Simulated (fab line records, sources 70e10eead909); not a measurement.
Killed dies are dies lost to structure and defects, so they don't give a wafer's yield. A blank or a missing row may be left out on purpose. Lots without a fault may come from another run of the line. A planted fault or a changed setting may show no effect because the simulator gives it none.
fab line records | flow nand_harc
record lots=5 wafers=15 last_day=25
route steps=1159 shown P_ZERO_WELL@14 END@1159
lots that met no fault: from a run of the same line without faults
start_h: hours from the record's first day to the start of the lot's first wafer shown | wait_h: hours since the lot's step before | " the same as in the row above | L1.1+2: a row that stands for several wafers | - no value, or no start given | * or withheld: withheld | < > ~ a bound
route shown NAME@n: a module of which the file shows steps, and the number in the route of the first | usual: mean/standard deviation of fault-free wafers | same: alike in all rows | chamber/n: place in a boat | sites: the reading at each site | _std_site: their standard deviation | _edge_site: outer sites' mean less inner sites' | radius_mm: how far each site lies from the wafer's centre | mask NAME#n: copy n | behind: the tool/chamber that last shaped the wafer | hold: why the lot was held/for how many hours/how that ended | device: the transistor (n, p or np) that didn't switch | end of line: the same wafers' tests at the end of the route | a step without rows: its recipe alone | killed: dies lost to structure and defects at the first sort, not the wafer's yield | map: a wafer's dies, x killed, . not, _ none there
set.NAME: the setting as run; set.NAME@STEP: as run at that earlier step | model.NAME: the simulator's own value behind a step, which no gauge read
lots at some steps of the route; a table a step, a row a wafer
services: from which hour (start_h, from the record's first day; less than 0 if before it) a tool's chamber was out of use, for how many hours, and why
## steps
# step NHARC_P_ZERO_WELL_CD_MEAS_11
# recipe target_cd_nm=500 landing_energy_ev=500
# usual cd_nm=500.1/1.6
# columns lot.wafer tool chamber start_h wait_h cd_nm
L844.2 cd_sem-01 0 13.39 - 500.4
L844.3 " 0 " " 499.5
L844.4 " 0 " " 500.3
L852.1 cd_sem-01 0 61.24 - 501.6
L852.3 " 0 " " 499.5
L852.4 " 0 " " 500.6
L855.1 cd_sem-03 0 79.36 - 500.9
L855.4 " 0 " " 502.2
L855.6 " 0 " " 501.0
L865.1 cd_sem-01 0 139.25 - 497.9
L865.3 " 0 " " 500.4
L865.6 " 0 " " 498.4
L867.1 cd_sem-02 0 151.23 - 501.2
L867.4 " 0 " " 499.3
L867.6 " 0 " " 499.7
# step NHARC_P_ZERO_WELL_HARDBAKE_12
# recipe temp_c=118 time_s=65
# step NHARC_P_ZERO_WELL_DESCUM_13
# recipe time_s=3 o2_flow_sccm=200 ar_flow_sccm=0 bias_power_w=0 chemistry=O2
# usual drypump_motor_current_A=6.0/0.42 oes_product_au=1.000/0.011 rf_vpp_V=57.8/0.89 showerhead_plenum_p_Torr=1.95/0.078 throttle_valve_pct=11.312/0.0084
# columns lot.wafer tool chamber start_h wait_h drypump_motor_current_A oes_product_au rf_hours_counter_h rf_vpp_V showerhead_plenum_p_Torr throttle_valve_pct
L844.2 rie_diel-04 1 13.54 - 6.3 0.992 5 58.6 1.96 11.299
L844.3 " 2 " " 6.2 0.990 5 56.9 1.93 11.316
L844.4 " 0 " " 6.1 0.993 5 57.6 1.96 11.310
L852.1 rie_diel-07 0 61.39 - 5.3 1.010 0 57.4 1.98 11.309
L852.4 " 2 " " 5.7 0.989 0 58.0 1.80 11.305
L852.3 " 3 " " 5.4 0.986 0 55.9 1.86 11.323
L855.4 rie_diel-04 1 79.54 - 6.3 0.997 9 57.2 1.96 11.304
L855.1 " 2 " " 6.3 1.017 10 59.2 1.93 11.307
L855.6 " 0 " " 6.1 0.989 - 58.1 1.96 11.318
L865.3 rie_diel-04 3 139.42 - 6.2 0.992 1 58.5 1.97 11.306
L865.1 " 1 " " 6.3 1.007 2 58.4 1.96 11.303
L865.6 " 2 " " 6.3 0.999 - 57.8 1.92 11.310
L867.1 rie_diel-11 2 151.39 - 5.9 1.018 9 58.4 1.93 11.317
L867.4 " 0 " " 6.1 1.008 6 58.5 2.02 11.301
L867.6 " 2 " " 5.9 1.012 - 57.8 1.93 11.310
# step NHARC_P_ZERO_WELL_ETCH_65
# recipe target_depth_a=800 overetch_a=240 time_s=87.88 ion_energy_ev=200 n2_flow_sccm=150 h2_flow_sccm=150 ar_flow_sccm=0 rf_w=400 bias_w=150 chemistry=N2/H2
# usual drypump_motor_current_A=5.9/0.42 oes_product_au=1.000/0.011 rf_vpp_V=431.5/2.5 showerhead_plenum_p_Torr=2.07/0.087 throttle_valve_pct=14.171/0.0098
# columns lot.wafer tool chamber start_h wait_h drypump_motor_current_A oes_product_au rf_hours_counter_h rf_vpp_V showerhead_plenum_p_Torr throttle_valve_pct
L844.3 rie_diel-04 0 13.94 0.4 6.1 0.984 5 432.1 2.09 14.171
L844.4 " 1 " " 6.3 0.989 5 433.3 2.09 14.164
L844.2 " 2 " " 6.3 1.007 6 431.3 2.06 14.168
L852.4 rie_diel-07 1 61.48 0.1 5.8 0.996 0 433.6 2.18 14.186
L852.3 " 2 " " 5.7 1.000 0 425.1 1.91 14.177
L852.1 " 3 " " 5.4 1.011 0 427.7 1.98 14.168
L855.1 rie_diel-04 1 79.61 0.1 6.3 1.002 9 430.2 2.09 14.159
L855.4 " 3 " " 6.2 0.986 10 431.7 2.11 14.172
L855.6 " 0 " " 6.1 0.984 - 431.5 2.09 14.162
L865.3 rie_diel-04 1 139.51 0.1 6.3 1.001 2 431.6 2.09 14.163
L865.1 " 2 " " 6.3 1.006 2 430.6 2.05 14.150
L865.6 " 0 " " 6.1 1.003 - 433.7 2.09 14.173
L867.4 rie_diel-11 3 151.48 0.1 5.1 0.997 9 435.2 2.20 14.172
L867.1 " 1 " " 6.6 1.005 9 427.1 1.92 14.185
L867.6 " 3 " " 5.2 1.002 - 434.6 2.20 14.160
# step NHARC_P_ZERO_WELL_ETCH_62
# recipe target_depth_a=130 time_s=6.5 chf3_flow_sccm=50 ar_flow_sccm=200 rf_w=500 bias_w=200 chemistry=CHF3/Ar
# usual drypump_motor_current_A=6.0/0.42 oes_product_au=0.963/0.017 rf_vpp_V=371.5/2.1 showerhead_plenum_p_Torr=2.38/0.091 throttle_valve_pct=20.217/0.0094
# columns lot.wafer tool chamber start_h wait_h drypump_motor_current_A oes_product_au rf_hours_counter_h rf_vpp_V showerhead_plenum_p_Torr throttle_valve_pct
L844.2 rie_diel-04 3 - - 6.2 0.953 6 372.5 2.42 20.218
L844.3 " 0 " " 6.1 0.949 5 372.8 2.40 20.216
L844.4 " 1 " " 6.3 0.933 5 371.9 2.40 20.235
L852.3 rie_diel-07 1 - - 5.9 0.962 0 374.3 2.49 20.213
L852.1 " 2 " " 5.7 0.972 0 367.1 2.21 20.220
L852.4 " 3 " " 5.4 0.978 0 369.4 2.28 20.222
L855.1 rie_diel-04 0 - - 6.1 0.941 9 373.2 2.40 20.203
L855.4 " 1 " " 6.3 0.977 9 370.6 2.40 20.222
L855.6 " 0 " " 6.1 0.941 - 371.2 2.40 20.214
L865.1 rie_diel-04 2 - - 6.3 0.965 2 370.8 2.36 20.231
L865.3 " 3 " " 6.2 0.961 1 372.3 2.41 20.216
L865.6 " 0 " " 6.1 0.972 - 373.6 2.40 20.218
L867.4 rie_diel-11 2 - - 5.9 0.980 9 372.6 2.36 20.215
L867.1 " 0 " " 6.1 0.977 6 373.7 2.46 20.225
L867.6 " 2 " " 5.9 0.980 - 370.7 2.36 20.216
# step NHARC_P_ZERO_WELL_ETCH_63
# recipe target_depth_a=1200 time_s=40.1 hbr_flow_sccm=150 cl2_flow_sccm=50 rf_w=400 icp_w=400 bias_w=100 chemistry=HBr/Cl2
# usual drypump_motor_current_A=5.7/0.4 oes_product_au=1.000/0.0095 throttle_valve_pct=26.406/0.0093
# columns lot.wafer tool chamber start_h wait_h drypump_motor_current_A oes_product_au rf_hours_counter_h throttle_valve_pct
L844.3 rie_si-01 0 14.13 - 5.3 1.006 0.6 26.403
L844.2 " 1 " " 5.7 1.000 0.6 26.394
L844.4 " 2 " " 6.6 1.000 0.5 26.399
L852.4 rie_si-04 2 61.65 - 4.9 1.014 1.0 26.409
L852.1 " 0 " " 5.6 0.981 1.1 26.410
L852.3 " 1 " " 5.8 1.000 1.0 26.415
L855.1 rie_si-04 2 79.78 - 4.9 1.001 1.2 26.435
L855.4 " 1 " " 5.8 1.006 1.2 26.406
L855.6 " 3 " " 6.3 0.993 - 26.407
L865.3 rie_si-06 2 139.69 - 5.9 1.013 1.1 26.437
L865.1 " 3 " " 5.6 0.998 1.2 26.417
L865.6 " 1 " " 5.8 1.001 - 26.398
L867.4 rie_si-04 1 151.65 - 5.8 1.007 0.4 26.394
L867.1 " 0 " " 5.6 1.008 0.4 26.398
L867.6 " 1 " " 5.8 1.007 - 26.404
# step NHARC_P_ZERO_WELL_STRIP_15
# recipe time_s=900 temp_c=130 chemistry=SPM
# step NHARC_P_ZERO_WELL_DEHYDRATE_16
# recipe temp_c=150 time_s=120
# step NHARC_P_ZERO_WELL_HMDS_17
# recipe time_s=30
# step NHARC_P_ZERO_WELL_COAT_18
# recipe spin_rpm=withheld
# step NHARC_P_ZERO_WELL_SOFTBAKE_19
# recipe temp_c=122 time_s=95
# step NHARC_P_ZERO_WELL_EBR_20
# step NHARC_P_ZERO_WELL_EXPOSE_21
# recipe na=0.6 target_cd_nm=720 dose_mj=22.31 mask_id=P_NWELL
# usual reticle_temp_C=23.03/0.11
# columns lot.wafer tool chamber start_h wait_h mask reticle_temp_C
L844.2 krf_scanner-02 0 14.89 - P_NWELL#0 23.05
L844.3 " 0 " " P_NWELL#0 23.14
L844.4 " 0 " " P_NWELL#0 23.03
L852.1 krf_scanner-03 0 62.42 - P_NWELL#0 23.03
L852.3 " 0 " " P_NWELL#0 23.10
L852.4 " 0 " " P_NWELL#0 23.18
L855.1 krf_scanner-03 0 80.55 - P_NWELL_R1#0 23.14
L855.4 " 0 " " P_NWELL_R1#0 22.98
L855.6 " 0 " " P_NWELL_R1#0 23.05
L865.1 krf_scanner-03 0 140.45 - P_NWELL#0 22.99
L865.3 " 0 " " P_NWELL#0 23.17
L865.6 " 0 " " P_NWELL#0 23.03
L867.1 krf_scanner-02 0 152.42 - P_NWELL#0 23.00
L867.4 " 0 " " P_NWELL#0 23.09
L867.6 " 0 " " P_NWELL#0 23.06
# step NHARC_P_ZERO_WELL_PEB_22
# recipe peb_temp_c=118 peb_time_s=85
# step NHARC_P_ZERO_WELL_DEVELOP_23
# recipe time_s=70
# step NHARC_P_ZERO_WELL_CD_MEAS_24
# recipe target_cd_nm=720 landing_energy_ev=500
# usual cd_nm=720.5/2
# columns lot.wafer tool chamber start_h wait_h hold cd_nm
L844.2 cd_sem-03 0 15.05 - - 717.8
L844.3 " 0 " " - 718.2
L844.4 " 0 " " - 717.5
L852.1 cd_sem-03 0 62.58 - - 719.3
L852.3 " 0 " " - 717.7
L852.4 " 0 " " - 722.6
L855.1 cd_sem-03 0 80.70 - await_dispo/0.2h/release 707.8
L855.4 " 0 " " await_dispo/0.2h/release 708.2
L855.6 " 0 " " await_dispo/0.2h/release 707.3
L855.1 cd_sem-03 0 - - - 708.1
L855.4 " 0 " " - 708.3
L855.6 " 0 " " - 707.2
L865.1 cd_sem-03 0 140.61 - - 718.7
L865.3 " 0 " " - 719.8
L865.6 " 0 " " - 720.5
L867.1 cd_sem-01 0 152.57 - - 721.4
L867.4 " 0 " " - 722.3
L867.6 " 0 " " - 721.6
# step NHARC_P_ZERO_WELL_DESCUM_26
# recipe time_s=3 o2_flow_sccm=200 ar_flow_sccm=0 bias_power_w=0 chemistry=O2
# usual drypump_motor_current_A=5.9/0.44 oes_product_au=0.999/0.011 rf_vpp_V=57.8/0.96 showerhead_plenum_p_Torr=1.94/0.079 throttle_valve_pct=11.311/0.008
# columns lot.wafer tool chamber start_h wait_h drypump_motor_current_A oes_product_au rf_hours_counter_h rf_vpp_V showerhead_plenum_p_Torr throttle_valve_pct model.P_ZERO_WELL.cd_nm
L844.3 rie_diel-07 3 15.22 - 5.4 1.027 11 57.7 1.86 11.317 719.2
L844.4 " 0 " " 5.3 1.011 9 57.8 1.98 11.322 717.7
L844.2 " 1 " " 5.9 1.000 10 57.7 2.04 11.331 718.4
L852.4 rie_diel-04 3 62.75 - 6.2 0.977 9 57.7 1.97 11.314 723.1
L852.1 " 0 " " 6.1 0.981 8 57.1 1.96 11.305 719.9
L852.3 " 1 " " 6.3 0.990 8 57.2 1.96 11.319 718.3
L855.1 rie_diel-11 2 95.00 - 5.9 1.017 4 58.3 1.93 11.305 707.8
L855.4 " 2 " " 5.9 1.014 - 56.7 1.93 11.315 708.1
L855.6 " 3 " " 5.2 1.008 - 58.8 2.06 11.313 706.9
L865.1 rie_diel-11 2 140.77 - 5.9 1.013 8 56.9 1.93 11.321 718.6
L865.3 " 3 " " 5.1 0.987 8 59.0 2.06 11.319 720.2
L865.6 " 1 " " 6.6 1.009 - 56.5 1.81 11.315 720.3
L867.1 rie_diel-07 1 152.73 - 5.9 0.982 8 59.0 2.04 11.314 722.1
L867.4 " 2 " " 5.7 0.978 8 58.1 1.79 11.320 722.9
L867.6 " 2 " " 5.7 0.983 - 56.3 1.79 11.311 722
# step NHARC_P_ZERO_WELL_IMPLANT_27
# recipe energy_kev=600 dose_cm2=1e+13 tilt_deg=7
# step NHARC_END_SORT_01
# recipe temp_c=25
# usual killed_at_array=25/9.7 killed_at_other=0.7/0.87 killed_at_periphery=3.3/2.3 killed_dies=29/11 killed_open=3.6/2.1 killed_short=2.3/1.7
# same gross_dies=677
# columns lot.wafer tool chamber start_h wait_h killed_at_array killed_at_other killed_at_periphery killed_dies killed_open killed_short
L844.2 prober-01 0 450.77 2.8 19 0 1 20 3 3
L844.3 prober-01 0 451.58 3.1 16 0 3 19 4 1
L844.4 prober-01 0 452.38 3.4 6 0 3 9 1 1
L852.1 prober-01 0 493.91 2.5 18 1 7 26 4 4
L852.3 prober-01 0 495.51 3.1 17 0 5 22 5 1
L852.4 prober-01 0 496.32 3.4 13 0 9 22 0 2
L865.6 prober-02 0 586.56 4.0 40 1 2 43 2 2
# killed by level:class
L844.2 A_SLIT:chamber_film_flake=9 A_WL_FILL:geometric_particle:short=2 A_CHANNEL_HOLE_D1:chamber_film_flake=2 A_STAIRCASE:chamber_film_flake=2 P_CONTACT:geometric_particle:open=1 A_ONON_D1:geometric_particle:open=1 A_CHANNEL_HOLE_D1:geometric_particle:open=1 A_CONTACT:geometric_particle:short=1
L844.3 A_SLIT:chamber_film_flake=7 A_CHANNEL_HOLE_D1:chamber_film_flake=3 A_CONTACT:chamber_film_flake=3 P_M0:geometric_particle:open=1 P_M1:geometric_particle:open=1 A_ONON_D1:geometric_particle:short=1 A_CONTACT:geometric_particle:open=1 A_BLC:geometric_particle:open=1
L844.4 A_SLIT:chamber_film_flake=4 P_ZERO_WELL:chamber_film_flake=2 A_SOURCE_PLATE:geometric_particle:open=1 A_BLC:geometric_particle:short=1 P_STI:chamber_film_flake=1
L852.1 A_CONTACT:chamber_film_flake=5 A_BONDPAD:chamber_film_flake=4 P_CONTACT:geometric_particle:open=2 P_ZERO_WELL:chamber_film_flake=2 A_STAIRCASE:chamber_film_flake=2 A_SLIT:chamber_film_flake=2 A_WL_FILL:chamber_film_flake=2 P_M0:geometric_particle:short=1
L852.3 A_CHANNEL_HOLE_D1:chamber_film_flake=6 A_CONTACT:chamber_film_flake=3 A_BONDPAD:chamber_film_flake=3 A_CHANNEL_FILL_D1:geometric_particle:open=2 P_ZERO_WELL:chamber_film_flake=2 P_CONTACT:geometric_particle:open=1 A_CHANNEL_FILL_D1:geometric_particle:short=1 A_WL_FILL:geometric_particle:open=1
L852.4 P_ZERO_WELL:chamber_film_flake=4 P_GATE:chamber_film_flake=4 A_CONTACT:chamber_film_flake=3 A_BONDPAD:chamber_film_flake=3 A_CHANNEL_HOLE_D1:chamber_film_flake=2 A_WL_FILL:chamber_film_flake=2 A_WL_FILL:geometric_particle:short=1 A_M1:geometric_particle:short=1
L865.6 A_SLIT:chamber_film_flake=19 A_CHANNEL_HOLE_D1:chamber_film_flake=8 A_CONTACT:chamber_film_flake=3 A_ZERO_WELL:chamber_film_flake=2 A_STAIRCASE:chamber_film_flake=2 A_BLC:chamber_film_flake=2 P_M2:geometric_particle:open=1 A_CHANNEL_HOLE_D1:geometric_particle:open=1
## services
# columns tool chamber start_h hours kind
rie_diel-11 3 -0.68 14.5 repair
rie_si-06 1 -0.54 2.6 repair
krf_scanner-03 - -0.13 4.0 pm
rie_diel-07 0 1.52 4.7 repair
rie_si-06 - 6.00 9.0 pm
krf_scanner-02 - 8.70 0.6 repair
rie_diel-11 - 12.50 9.0 pm
rie_si-06 3 26.15 5.3 repair
krf_scanner-02 - 38.00 4.0 pm
rie_diel-07 - 51.20 9.0 pm
rie_si-01 - 55.80 2.0 repair
rie_diel-04 - 64.82 1.5 repair
rie_diel-11 0 74.20 17.4 repair
rie_si-06 0 75.87 13.3 repair
rie_diel-04 - 95.59 0.5 repair
rie_si-04 2 98.30 5.7 repair
rie_si-04 - 99.00 9.0 pm
krf_scanner-03 - 101.11 0.6 repair
rie_si-04 0 111.08 4.2 repair
rie_diel-04 - 111.92 9.0 pm
rie_diel-11 0 124.39 23.1 repair
rie_si-01 1 126.73 2.9 repair
krf_scanner-02 - 141.99 0.5 repair
rie_diel-07 0 144.38 1.3 repair
## key
first_sign step=NHARC_P_ZERO_WELL_EXPOSE_21 reading=mask direction=changed
effect step=NHARC_P_ZERO_WELL_CD_MEAS_24 reading=visit direction=added
effect step=NHARC_P_ZERO_WELL_CD_MEAS_24 reading=cd_nm direction=down sigmas=6.3 usual=720.5 struck=707.8
model_effect step=NHARC_P_ZERO_WELL_DESCUM_26 value=P_ZERO_WELL.cd_nm without=723.8 struck=707.6
met_at NHARC_P_ZERO_WELL_EXPOSE_21
struck_wafers L855.1,L855.4,L855.6
tester_left_out L855
onset_between 62.42 80.55
fault kind=wrong_mask tool=any chamber=- onset_h=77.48 steps=NHARC_P_ZERO_WELL_EXPOSE_21 aux_copy=P_NWELL_R1#0 cd_offset_nm=-16.225 scope=struck_lots_only
# tester_left_out: of these lots the tester's yield and bins aren't shown, on N5 and GAA mostly nor the transistor test; their killed dies are dies lost to structure and defects alone, not to doping, threshold or leakage, so they don't give the yield
